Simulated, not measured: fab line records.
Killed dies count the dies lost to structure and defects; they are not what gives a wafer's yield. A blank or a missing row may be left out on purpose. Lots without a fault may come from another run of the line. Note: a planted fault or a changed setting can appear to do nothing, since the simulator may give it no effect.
fab line records    flow n5Finfet    part 1 of 2: steps 1 to 19 of 25
[record] lots = 5  wafers = 15  lastDay = 16
route steps=1938 shown BEOL_M7@1280
lots untouched by any fault: they come from a run of this same line in which no faults occurred
startH: start of the lot's first displayed wafer, in hours after the record's first day    waitH: hours from the lot's prior step to this one    " same as the row above    L1.1+2: one row covering several wafers at once    - either no value or no given start    * or withheld: withheld    < > ~ a bound
route shown NAME@n: a module of which the file shows steps, and the number in the route of the first    usual: mean and standard deviation over wafers with no fault    same: alike in all rows    chamber/n: place in a boat    sites: the reading at each site    _std_site: standard deviation of those values    _edge_site: mean of outer sites minus mean of inner sites    radiusMm: for every site, how far away it sits from the centre of the wafer    mask NAME#n: copy n    behind: the tool/chamber that last shaped the wafer    hold: what put the lot on hold/how long, in hours/how the hold closed    device: names the non-switching transistor (n, p or np)    end of line: tests run on the same wafers once the route is complete    a step given without rows: its recipe and nothing more    killed: count of dies lost to structure and defects at first sort (not the wafer's yield)    map: dies across one wafer; x = killed, . = not, _ = none there
set.NAME: the setting as run; set.NAME@STEP: as run at that earlier step    model.NAME: the simulator's own value behind a step, which no gauge read
lots seen at some steps along the route; tables by step, rows by wafer
services: when a tool's chamber went out of use (startH, in hours from the record's first day, below 0 if earlier), for how many hours, and the reason
[[steps]]
[step N5_BEOL_M7_ETCH_61]
[recipe] chemistry = CF4  target = SiARC  targetDepthA = 455  maskMaterial = CAR-ArF  timeS = 75.8  ionEnergyEv = 80  pressureMtorr = 40  sourceW = 545  biasW = 36  Ar_flow_sccm = 100  cf4FlowSccm = 100  ends = cleared
[usual] cf4FlowSccm = 100.0/0.31  drypumpMotorCurrentA = 5.38/0.26  etchRfOnTimeS = 75.3/1.6  oesProductAu = 0.70/0.087  rfVppV = 184.4/0.96  showerheadPlenumPTorr = 2.16/0.056  throttleValvePct = 15.50/0.2
lot.wafer  tool        chamber  startH  waitH  cf4FlowSccm  drypumpMotorCurrentA  etchRfOnTimeS  oesProductAu  rfHoursCounterH  rfVppV  showerheadPlenumPTorr  throttleValvePct
L076.2     rieDiel-03  0        206.09  0.0    100.1        5.92                  77.1           0.61          199              183.7   2.11                   15.41
L076.3     "           3        "       "      99.8         5.14                  75.2           0.59          249              184.4   2.19                   15.93
L076.6     "           0        "       "      100.9        5.93                  77.6           0.61          -                185.1   2.11                   15.39
L078.3     rieDiel-05  1        242.57  0.0    100.2        5.46                  74.8           0.77          43               182.5   2.09                   15.18
L078.4     "           3        "       "      100.5        5.31                  75.5           0.62          178              183.6   2.12                   15.66
L078.6     "           0        "       "      100.0        5.04                  75.1           0.83          -                184.2   2.19                   15.52
L082.1     rieDiel-06  0        242.88  0.0    100.1        5.06                  74.8           0.62          170              186.6   2.21                   15.56
L082.2     "           3        "       "      100.0        5.30                  75.4           0.60          186              183.0   2.14                   15.84
L082.4     "           1        "       "      99.9         5.45                  74.7           0.79          -                184.6   2.19                   15.38
L083.3     rieDiel-05  0        249.65  0.0    99.5         5.02                  75.6           0.83          9                184.1   2.19                   15.53
L083.4     "           3        "       "      100.0        5.32                  76.3           0.61          180              185.8   2.12                   15.65
L083.5     "           2        "       "      100.3        5.70                  72.5           0.79          -                184.3   2.19                   15.26
L092.4     rieDiel-05  0        301.34  0.0    99.8         4.98                  74.8           0.78          -                185.8   2.18                   15.57
L092.5     "           1        "       "      100.3        5.44                  74.2           0.73          -                183.1   2.08                   15.19
L092.6     "           3        "       "      99.7         5.31                  75.8           0.61          -                184.1   2.11                   15.68
[step N5_BEOL_M7_ETCH_62]
[recipe] chemistry = N2/H2  target = SOC  targetDepthA = 1100  overetchA = 220  maskMaterial = SiARC  tempC = 40  timeS = 165  ionEnergyEv = 200  pressureMtorr = 30  sourceW = 840  biasW = 150  n2FlowSccm = 200  h2FlowSccm = 200
[usual] drypumpMotorCurrentA = 5.39/0.27  oesProductAu = 0.69/0.081  rfVppV = 524.4/2  showerheadPlenumPTorr = 2.57/0.066  throttleValvePct = 17.76/0.23
lot.wafer  tool        chamber  startH  waitH  drypumpMotorCurrentA  oesProductAu  rfHoursCounterH  rfVppV  showerheadPlenumPTorr  throttleValvePct
L076.2     rieDiel-03  0        206.15  0.0    5.91                  0.61          199              523.0   2.51                   17.51
L076.3     "           3        "       "      5.17                  0.57          250              523.6   2.62                   18.23
L076.6     "           0        "       "      5.92                  0.60          -                522.2   2.51                   17.53
L078.3     rieDiel-05  1        242.63  0.0    5.50                  0.75          43               522.2   2.48                   17.39
L078.4     "           3        "       "      5.31                  0.61          178              523.8   2.52                   18.00
L078.6     "           0        "       "      5.02                  0.82          -                524.3   2.63                   17.86
L082.1     rieDiel-06  0        242.94  0.0    5.10                  0.61          170              527.1   2.66                   17.91
L082.2     "           3        "       "      5.32                  0.60          186              523.2   2.54                   18.09
L082.4     "           1        "       "      5.49                  0.78          -                527.6   2.60                   17.53
L083.3     rieDiel-05  0        249.70  0.0    5.00                  0.81          10               525.8   2.62                   17.87
L083.4     "           3        "       "      5.29                  0.61          180              522.5   2.52                   18.01
L083.5     "           2        "       "      5.69                  0.77          -                525.2   2.60                   17.63
L092.4     rieDiel-05  0        301.43  0.1    5.03                  0.78          -                525.4   2.62                   17.90
L092.5     "           1        "       "      5.46                  0.72          -                522.1   2.47                   17.44
L092.6     "           3        "       "      5.34                  0.60          -                523.3   2.51                   18.02
[step N5_BEOL_M7_STRIP_68]
[recipe] chemistry = N2/H2  tempC = 40  n2FlowSccm = 200  h2FlowSccm = 200  rfFrequencyHz = 6e+07
lot.wafer   tool        chamber  startH  waitH
L076.2+3+6  rieDiel-03  0,3,0    206.29  0.1
L078.3+4+6  rieDiel-05  1,3,0    242.77  0.1
L082.1+2+4  rieDiel-06  0,3,1    243.08  0.1
L083.3+4+5  rieDiel-05  0,3,2    249.84  0.1
L092.4+5+6  rieDiel-05  0,1,3    301.51  0.0
[step N5_BEOL_M7_STRIP_67]
[recipe] chemistry = CF4  resist = SiARC  powerW = 300  biasPowerW = 75  pressureMtorr = 50  cf4FlowSccm = 150  rfFrequencyHz = 6e+07
[usual] cf4FlowSccm = 150.0/0.46  drypumpMotorCurrentA = 5.38/0.27  oesProductAu = 0.81/0.095  rfVppV = 271.4/1.4  showerheadPlenumPTorr = 1.80/0.046  throttleValvePct = 13.46/0.22
lot.wafer  tool        chamber  startH  waitH  cf4FlowSccm  drypumpMotorCurrentA  oesProductAu  rfHoursCounterH  rfVppV  showerheadPlenumPTorr  throttleValvePct
L076.2     rieDiel-03  0        206.30  0.0    150.1        5.92                  0.72          199              271.2   1.77                   13.42
L076.3     "           3        "       "      150.0        5.14                  0.69          250              270.5   1.84                   13.96
L076.6     "           0        "       "      149.9        5.92                  0.72          -                272.0   1.77                   13.43
L078.3     rieDiel-05  1        242.78  0.0    150.2        5.48                  0.88          43               269.9   1.75                   13.13
L078.4     "           3        "       "      150.5        5.33                  0.71          178              271.5   1.77                   13.65
L078.6     "           0        "       "      149.5        5.03                  0.98          -                272.3   1.83                   13.45
L082.1     rieDiel-06  0        243.09  0.0    149.5        5.08                  0.72          170              274.3   1.85                   13.50
L082.2     "           3        "       "      150.0        5.32                  0.71          186              270.8   1.79                   13.84
L082.4     "           1        "       "      149.4        5.44                  0.91          -                270.7   1.83                   13.30
L083.3     rieDiel-05  0        249.85  0.0    148.7        5.01                  0.96          10               272.3   1.83                   13.47
L083.4     "           3        "       "      150.2        5.31                  0.72          180              270.0   1.77                   13.65
L083.5     "           2        "       "      150.3        5.69                  0.90          -                271.1   1.82                   13.16
L092.4     rieDiel-05  0        301.52  0.0    150.8        4.99                  0.92          -                270.9   1.83                   13.51
L092.5     "           1        "       "      150.1        5.44                  0.85          -                269.8   1.74                   13.17
L092.6     "           3        "       "      151.0        5.31                  0.70          -                270.6   1.76                   13.67
[step N5_BEOL_M7_HM_OPEN_17]
[recipe] chemistry = Cl2/BCl3  targetDepthA = 200  overetchA = 60  target = TiN  maskMaterial = SOC  ionEnergyEv = 150  pressureMtorr = 10  icpW = 1000  biasW = 126  Cl2_flow_sccm = 53.25  bcl3FlowSccm = 21.75  Ar_flow_sccm = 25
[usual] drypumpMotorCurrentA = 5.6/0.41  oesProductAu = 0.68/0.092  throttleValvePct = 22.18/0.24
lot.wafer  tool         chamber  startH  waitH  drypumpMotorCurrentA  oesProductAu  rfHoursCounterH  throttleValvePct
L076.2     rieMetal-01  0        206.34  0.0    6.1                   0.76          11               21.94
L076.3     "            0        "       "      6.1                   0.77          -                21.92
L076.6     "            0        "       "      6.1                   0.76          -                21.91
L078.3     rieMetal-02  1        242.85  0.1    5.7                   0.54          -                22.29
L078.4     "            0        "       "      4.9                   0.57          -                22.01
L078.6     "            1        "       "      5.7                   0.55          -                22.28
L082.1     rieMetal-01  0        243.13  0.0    6.1                   0.76          13               21.89
L082.2     "            1        "       "      5.7                   0.75          20               22.48
L082.4     "            1        "       "      5.7                   0.75          -                22.43
L083.3     rieMetal-02  1        249.92  0.1    5.7                   0.55          -                22.25
L083.4     "            0        "       "      4.9                   0.57          -                21.99
L083.5     "            1        "       "      5.7                   0.56          -                22.26
L092.4     rieMetal-01  1        301.58  0.1    5.7                   0.71          -                22.50
L092.5     "            0        "       "      6.1                   0.72          -                21.94
L092.6     "            1        "       "      5.7                   0.72          -                22.52
[step N5_BEOL_M7_STRIP_19]
[recipe] chemistry = O2  powerW = 400  tempC = 40  pressureMtorr = 30  rfFrequencyHz = 6e+07  biasPowerW = 0  overashFraction = 0.2  o2FlowSccm = 225
[usual] drypumpMotorCurrentA = 5.41/0.28  o2FlowSccm = 225.2/0.63  oesProductAu = 0.81/0.1  rfVppV = 3.6/0.6  showerheadPlenumPTorr = 2.11/0.05  throttleValvePct = 16.58/0.22
lot.wafer  tool        chamber  startH  waitH  drypumpMotorCurrentA  o2FlowSccm  oesProductAu  rfHoursCounterH  rfVppV  showerheadPlenumPTorr  throttleValvePct
L076.2     rieDiel-05  1        206.45  0.1    5.49                  226.1       0.91          33               3.8     2.05                   16.25
L076.3     "           2        "       "      5.68                  224.8       0.93          13               4.1     2.14                   16.30
L076.6     "           2        "       "      5.67                  225.0       0.93          -                4.5     2.14                   16.32
L078.3     rieDiel-03  0        242.93  0.1    5.90                  225.3       0.70          211              2.5     2.07                   16.52
L078.4     "           3        "       "      5.11                  226.0       0.98          2                3.1     2.13                   16.43
L078.6     "           0        "       "      5.92                  225.6       0.69          -                3.8     2.07                   16.51
L082.1     rieDiel-03  0        243.24  0.1    5.92                  224.6       0.70          211              3.5     2.07                   16.50
L082.2     "           3        "       "      5.15                  225.8       0.97          2                4.3     2.13                   16.45
L082.4     "           2        "       "      5.27                  224.4       0.67          248              2.6     2.07                   16.94
L083.3     rieDiel-03  0        250.00  0.1    5.94                  224.4       0.70          214              3.0     2.07                   16.51
L083.4     "           3        "       "      5.15                  225.2       0.96          -                3.3     2.13                   16.44
L083.5     "           1        "       "      5.28                  225.9       0.79          -                3.7     2.21                   16.65
L092.4     rieDiel-06  2        301.77  0.2    5.92                  224.3       0.71          224              3.8     2.08                   17.08
L092.5     "           1        "       "      5.43                  224.5       0.88          -                3.4     2.13                   16.39
L092.6     "           0        "       "      5.08                  226.2       0.72          -                2.2     2.18                   16.69
[step N5_BEOL_M7_CD_MEAS_18]
[recipe] pitchNm = 80  targetCdNm = 40
[usual] cdNm = 40.3/0.55
lot.wafer  tool      chamber  startH  waitH  cdNm
L076.2     cdSem-02  -        206.52  0.1    39.5
L076.3     "         -        "       "      39.8
L076.6     "         -        "       "      39.3
L078.3     cdSem-01  -        243.00  0.1    40.6
L078.4     "         -        "       "      41.3
L078.6     "         -        "       "      41.0
L082.1     cdSem-02  -        243.31  0.0    41.1
L082.2     "         -        "       "      41.1
L082.4     "         -        "       "      39.9
L083.3     cdSem-02  -        250.08  0.1    40.2
L083.4     "         -        "       "      40.7
L083.5     "         -        "       "      40.1
L092.4     cdSem-02  -        301.84  0.1    40.4
L092.5     "         -        "       "      41.0
L092.6     "         -        "       "      41.6
[step N5_BEOL_M7_COAT_63]
[recipe] resist = SOC  tempC = 250  timeS = 60  spinRpm = 1500  resistThkNm = 60
[usual] chillPlateTempC = 22.99/0.1  plateTempC = 249.98/0.19
lot.wafer  tool           chamber  startH  waitH  chillPlateTempC  plateTempC
L076.2     lithoTrack-02  0        207.55  1.0    22.92            250.26
L076.3     "              0        "       "      22.94            249.96
L076.6     "              0        "       "      22.90            250.04
L078.3     lithoTrack-01  0        243.05  0.0    23.06            250.01
L078.4     "              0        "       "      23.02            249.92
L078.6     "              0        "       "      23.00            249.91
L082.1     lithoTrack-01  0        244.82  1.5    22.99            250.00
L082.2     "              0        "       "      23.05            250.10
L082.4     "              0        "       "      23.06            250.05
L083.3     lithoTrack-02  0        250.25  0.2    22.77            249.90
L083.4     "              0        "       "      22.94            249.87
L083.5     "              0        "       "      22.93            249.80
L092.4     lithoTrack-03  0        304.56  2.7    23.22            249.94
L092.5     "              0        "       "      23.09            250.01
L092.6     "              0        "       "      23.18            249.80
[step N5_BEOL_M7_COAT_64]
[recipe] resist = SiARC  tempC = 220  timeS = 60  spinRpm = 1500  resistThkNm = 12
[usual] chillPlateTempC = 22.97/0.1  plateTempC = 220.02/0.16
lot.wafer  tool           chamber  startH  waitH  chillPlateTempC  plateTempC
L076.2     lithoTrack-02  0        -       -      22.96            220.02
L076.3     "              0        "       "      22.95            220.14
L076.6     "              0        "       "      22.91            219.80
L078.3     lithoTrack-01  0        -       -      22.95            220.28
L078.4     "              0        "       "      22.92            220.01
L078.6     "              0        "       "      22.82            219.96
L082.1     lithoTrack-01  0        -       -      22.94            220.06
L082.2     "              0        "       "      23.02            220.10
L082.4     "              0        "       "      23.05            219.99
L083.3     lithoTrack-02  0        -       -      22.95            220.31
L083.4     "              0        "       "      22.93            220.12
L083.5     "              0        "       "      23.03            220.26
L092.4     lithoTrack-03  0        -       -      23.11            219.93
L092.5     "              0        "       "      23.11            219.89
L092.6     "              0        "       "      23.10            219.78
[step N5_BEOL_M7_COAT_71]
[recipe] resist = underlayer  tempC = 205  timeS = 60  spinRpm = 1500  resistThkNm = 5
[usual] chillPlateTempC = 23.01/0.11  plateTempC = 205.01/0.15
lot.wafer  tool           chamber  startH  waitH  chillPlateTempC  plateTempC
L076.2     lithoTrack-02  0        -       -      23.08            205.07
L076.3     "              0        "       "      23.13            205.10
L076.6     "              0        "       "      23.08            204.90
L078.3     lithoTrack-01  0        -       -      22.91            205.14
L078.4     "              0        "       "      23.14            204.96
L078.6     "              0        "       "      23.01            205.36
L082.1     lithoTrack-01  0        -       -      22.99            204.95
L082.2     "              0        "       "      22.88            205.01
L082.4     "              0        "       "      22.92            204.97
L083.3     lithoTrack-02  0        -       -      23.04            205.07
L083.4     "              0        "       "      23.23            205.18
L083.5     "              0        "       "      23.06            205.18
L092.4     lithoTrack-03  0        -       -      22.96            205.06
L092.5     "              0        "       "      23.09            204.96
L092.6     "              0        "       "      22.96            205.10
[step N5_BEOL_M7_COAT_22]
[recipe] resist = CAR-EUV  spinRpm = 1500  resistThkNm = 30
[usual] chillPlateTempC = 22.99/0.12
lot.wafer  tool           chamber  startH  waitH  chillPlateTempC
L076.2     lithoTrack-02  0        -       -      23.03
L076.3     "              0        "       "      22.80
L076.6     "              0        "       "      23.05
L078.3     lithoTrack-01  0        -       -      23.16
L078.4     "              0        "       "      23.15
L078.6     "              0        "       "      22.84
L082.1     lithoTrack-01  0        -       -      22.94
L082.2     "              0        "       "      22.94
L082.4     "              0        "       "      23.12
L083.3     lithoTrack-02  0        -       -      23.23
L083.4     "              0        "       "      23.25
L083.5     "              0        "       "      22.92
L092.4     lithoTrack-03  0        -       -      23.19
L092.5     "              0        "       "      23.21
L092.6     "              0        "       "      23.12
[step N5_BEOL_M7_EBR_24]
[recipe] solvent = PGMEA  ebrWidthMm = 1.5
[usual] chillPlateTempC = 23.00/0.12
lot.wafer  tool           chamber  startH  waitH  chillPlateTempC
L076.2     lithoTrack-02  0        -       -      23.14
L076.3     "              0        "       "      23.12
L076.6     "              0        "       "      23.07
L078.3     lithoTrack-01  0        -       -      23.02
L078.4     "              0        "       "      22.96
L078.6     "              0        "       "      23.06
L082.1     lithoTrack-01  0        -       -      23.08
L082.2     "              0        "       "      22.99
L082.4     "              0        "       "      23.02
L083.3     lithoTrack-02  0        -       -      23.27
L083.4     "              0        "       "      23.23
L083.5     "              0        "       "      23.05
L092.4     lithoTrack-03  0        -       -      23.02
L092.5     "              0        "       "      23.09
L092.6     "              0        "       "      23.14
[step N5_BEOL_M7_SOFTBAKE_23]
[recipe] tempC = 110  timeS = 60  resist = CAR-EUV
[usual] chillPlateTempC = 23.00/0.11  plateTempC = 110.02/0.14
lot.wafer  tool           chamber  startH  waitH  chillPlateTempC  plateTempC
L076.2     lithoTrack-02  0        -       -      22.97            109.93
L076.3     "              0        "       "      23.20            109.84
L076.6     "              0        "       "      23.05            109.79
L078.3     lithoTrack-01  0        -       -      23.01            109.74
L078.4     "              0        "       "      23.00            109.79
L078.6     "              0        "       "      22.94            109.85
L082.1     lithoTrack-01  0        -       -      23.00            110.19
L082.2     "              0        "       "      23.02            110.16
L082.4     "              0        "       "      23.04            110.21
L083.3     lithoTrack-02  0        -       -      23.14            110.10
L083.4     "              0        "       "      23.07            109.93
L083.5     "              0        "       "      23.06            110.05
L092.4     lithoTrack-03  0        -       -      23.01            110.07
L092.5     "              0        "       "      22.94            109.93
L092.6     "              0        "       "      23.06            109.89
[step N5_BEOL_M7_EXPOSE_25]
[recipe] maskId = V6  na = 0.33  sourceShape = annular  sigmaInner = 0.4  sigmaOuter = 0.8  polarization = unpolarized  targetCdNm = 40  doseMj = 42.5
[same] sigmaInner = 0.4
lot.wafer   tool           chamber  startH  waitH  mask
L076.2+3+6  euvScanner-01  0        207.70  -      V6#0
L078.3+4+6  euvScanner-02  0        243.20  -      V6#0
L082.1+2+4  euvScanner-02  0        244.96  -      V6#0
L083.3+4+5  euvScanner-02  0        254.40  -      V6#0
L092.4+5+6  euvScanner-02  0        304.72  -      V6#0
[step N5_BEOL_M7_PEB_26]
[recipe] pebTempC = 100  pebTimeS = 60  resist = CAR-EUV
[usual] chillPlateTempC = 23.02/0.095  plateTempC = 99.97/0.12
lot.wafer  tool           chamber  startH  waitH  chillPlateTempC  plateTempC
L076.2     lithoTrack-02  0        207.76  0.1    23.15            100.06
L076.3     "              0        "       "      23.18            99.75
L076.6     "              0        "       "      23.15            100.13
L078.3     lithoTrack-03  0        243.25  0.0    23.07            100.11
L078.4     "              0        "       "      23.09            99.99
L078.6     "              0        "       "      23.16            99.84
L082.1     lithoTrack-02  0        245.02  0.1    23.15            100.20
L082.2     "              0        "       "      23.04            100.06
L082.4     "              0        "       "      22.98            99.89
L083.3     lithoTrack-01  0        254.46  0.0    23.03            100.27
L083.4     "              0        "       "      23.03            100.07
L083.5     "              0        "       "      22.96            100.03
L092.4     lithoTrack-03  0        304.77  0.0    23.06            99.95
L092.5     "              0        "       "      23.10            99.94
L092.6     "              0        "       "      22.94            100.04
[step N5_BEOL_M7_DEVELOP_27]
[recipe] developTimeS = 30  developer = TMAH  resist = CAR-EUV  rinseLiquid = surfactantRinse  dry = airSpin  devTempC = 23
[usual] chillPlateTempC = 23.03/0.11  developerTempC = 22.99/0.098
lot.wafer  tool           chamber  startH  waitH  chillPlateTempC  developerTempC
L076.2     lithoTrack-02  0        -       -      23.01            22.80
L076.3     "              0        "       "      23.17            22.99
L076.6     "              0        "       "      22.94            22.99
L078.3     lithoTrack-03  0        -       -      23.07            23.16
L078.4     "              0        "       "      23.05            23.15
L078.6     "              0        "       "      23.05            23.14
L082.1     lithoTrack-02  0        -       -      23.14            22.96
L082.2     "              0        "       "      23.02            22.76
L082.4     "              0        "       "      23.01            22.84
L083.3     lithoTrack-01  0        -       -      23.17            23.08
L083.4     "              0        "       "      23.00            22.97
L083.5     "              0        "       "      23.09            23.08
L092.4     lithoTrack-03  0        -       -      22.85            23.09
L092.5     "              0        "       "      23.02            23.08
L092.6     "              0        "       "      22.92            22.95
[step N5_BEOL_M7_CD_MEAS_28]
[recipe] targetCdNm = 40  landingEnergyEv = 500  detector = seInlens
[usual] cdNm = 39.98/0.26
lot.wafer  tool      chamber  startH  waitH  cdNm
L076.2     cdSem-03  0        207.82  -      40.20
L076.3     "         0        "       "      39.82
L076.6     "         0        "       "      39.67
L078.3     cdSem-01  0        243.32  -      40.46
L078.4     "         0        "       "      40.02
L078.6     "         0        "       "      40.17
L082.1     cdSem-02  0        245.09  -      39.36
L082.2     "         0        "       "      39.95
L082.4     "         0        "       "      40.16
L083.3     cdSem-03  0        254.53  -      39.25
L083.4     "         0        "       "      39.63
L083.5     "         0        "       "      40.19
L092.4     cdSem-02  0        304.83  -      40.17
L092.5     "         0        "       "      40.25
L092.6     "         0        "       "      40.17
[step N5_BEOL_M7_OVL_MEAS_29]
[recipe] pointsPerWafer = 522
[usual] V6_OVL = -0.5/0.6
lot.wafer  tool        chamber  startH  waitH  V6_OVL[nm]
L076.2     overlay-02  0        207.86  0.0    0.0
L076.3     "           0        "       "      0.0
L076.6     "           0        "       "      0.3
L078.3     overlay-02  0        243.36  0.0    -0.7
L078.4     "           0        "       "      0.4
L078.6     "           0        "       "      -0.2
L082.1     overlay-01  0        245.12  0.0    -0.4
L082.2     "           0        "       "      -0.7
L082.4     "           0        "       "      -0.7
L083.3     overlay-01  0        254.56  0.0    0.5
L083.4     "           0        "       "      -0.2
L083.5     "           0        "       "      0.4
L092.4     overlay-01  0        304.88  0.0    -1.5
L092.5     "           0        "       "      -1.4
L092.6     "           0        "       "      -0.5
[step N5_BEOL_M7_INSPECT_30]
[recipe] mode = adi  inspectInstrument = brightfield
[usual] rawDefectCount = 417/98
lot.wafer  tool              chamber  startH  waitH  rawDefectCount
L076.2     defectInspect-01  -        207.91  0.0    267
L076.3     "                 -        "       "      350
L076.6     "                 -        "       "      276
L078.3     defectInspect-01  -        243.41  0.0    425
L078.4     "                 -        "       "      316
L078.6     "                 -        "       "      303
L082.1     defectInspect-01  -        245.18  0.1    504
L082.2     "                 -        "       "      459
L082.4     "                 -        "       "      314
L083.3     defectInspect-02  -        254.61  0.0    345
L083.4     "                 -        "       "      286
L083.5     "                 -        "       "      330
L092.4     defectInspect-02  -        304.92  0.0    330
L092.5     "                 -        "       "      354
L092.6     "                 -        "       "      313
